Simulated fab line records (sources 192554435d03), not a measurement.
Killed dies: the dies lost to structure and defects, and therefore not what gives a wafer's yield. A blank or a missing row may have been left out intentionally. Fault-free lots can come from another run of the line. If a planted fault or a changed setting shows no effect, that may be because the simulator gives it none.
Matching of chambers	flow n5-finfet	N5_BEOL_M10_PECVD_70 on pecvd-01: 3 sister chambers
The step deposits SiO2 from TEOS/O2, target thk 20 nm, time 22.7 s. 36 wafers are shown with their chamber, then 12 later ones without.

WAFERS, EACH WITH ITS CHAMBER
wafer	chamber	throttle-valve-pct (%)	showerhead-plenum-p-Torr (Torr)	heater-power-w (W)
L075.1	1	21.9	8.77	711
L075.2	2	21.4	8.88	647
L075.3	0	22.0	8.81	668
L075.4	2	21.5	8.87	628
L075.5	1	21.8	8.75	698
L075.6	0	22.1	8.82	656
L079.1	1	21.7	8.77	628
L079.2	2	21.3	8.85	689
L079.3	0	22.5	8.83	705
L079.4	1	21.8	8.75	639
L079.5	0	22.2	8.78	713
L079.6	2	21.5	8.85	692
L078.1	1	21.6	8.76	709
L078.2	0	22.1	8.79	699
L078.3	2	21.3	8.83	655
L078.4	2	21.3	8.85	688
L078.5	0	22.3	8.76	697
L078.6	1	21.8	8.78	737
L080.2	1	21.9	8.75	642
L080.3	2	21.4	8.87	687
L080.6	1	21.6	8.77	629
L082.2	2	21.6	8.85	699
L082.4	0	22.1	8.82	703
L082.5	2	21.4	8.85	716
L083.1	2	21.4	8.85	644
L083.3	1	21.7	8.78	670
L083.4	2	21.3	8.83	650
L086.2	2	21.6	8.85	655
L086.4	1	21.9	8.75	655
L086.5	2	21.4	8.86	654
L089.2	1	21.5	8.75	665
L089.5	1	21.7	8.77	672
L089.6	2	21.5	8.86	703
L090.2	1	21.8	8.77	624
L090.3	0	22.1	8.81	766
L090.5	1	21.6	8.77	618

SIGNATURES (means of the wafers above)
reading	chamber 0	chamber 1	chamber 2	scatter within a chamber
throttle-valve-pct	22.175	21.736	21.421	0.127
showerhead-plenum-p-Torr	8.8025	8.7636	8.8536	0.0158
heater-power-w	700.88	664.07	671.93	32.7
Rule: a wafer's distance from a chamber is the root of the sum, over the readings, of the square of ((its reading less the chamber's mean) divided by the reading's scatter). The wafer belongs to the nearest chamber; if the next one is less than 2 further off, it can't be placed. How the scatter is found: for the shown wafers, subtract from each reading the mean of its chamber, square and add these, divide the total by (wafers less chambers), then take the root.

WAFERS MISSING THEIR CHAMBER
wafer	throttle-valve-pct (%)	showerhead-plenum-p-Torr (Torr)	heater-power-w (W)
L092.2	21.6	8.87	640
L092.4	21.8	8.86	632
L092.5	21.7	8.77	623
L093.2	22.0	8.79	703
L093.3	21.9	8.83	618
L093.6	21.9	8.79	714
L097.1	21.8	8.85	676
L097.2	22.2	8.80	712
L097.3	21.7	8.76	669
L097.4	22.2	8.81	734
L097.5	21.6	8.73	655
L097.6	21.9	8.86	685

WHICH CHAMBER EACH ONE RAN IN
wafer	from the rows above	in truth
L092.2	2	2
L092.4	can't be placed: 2 or 0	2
L092.5	1	1
L093.2	can't be placed: 0 or 1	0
L093.3	can't be placed: 0 or 2 or 1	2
L093.6	can't be placed: 0 or 1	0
L097.1	can't be placed: 2 or 0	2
L097.2	0	0
L097.3	1	1
L097.4	0	0
L097.5	1	1
L097.6	can't be placed: 2 or 0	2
6 of 12 placed correctly. Not placeable from these rows: 6 (in 6, the candidates include the true chamber). Wrongly placed: 0.
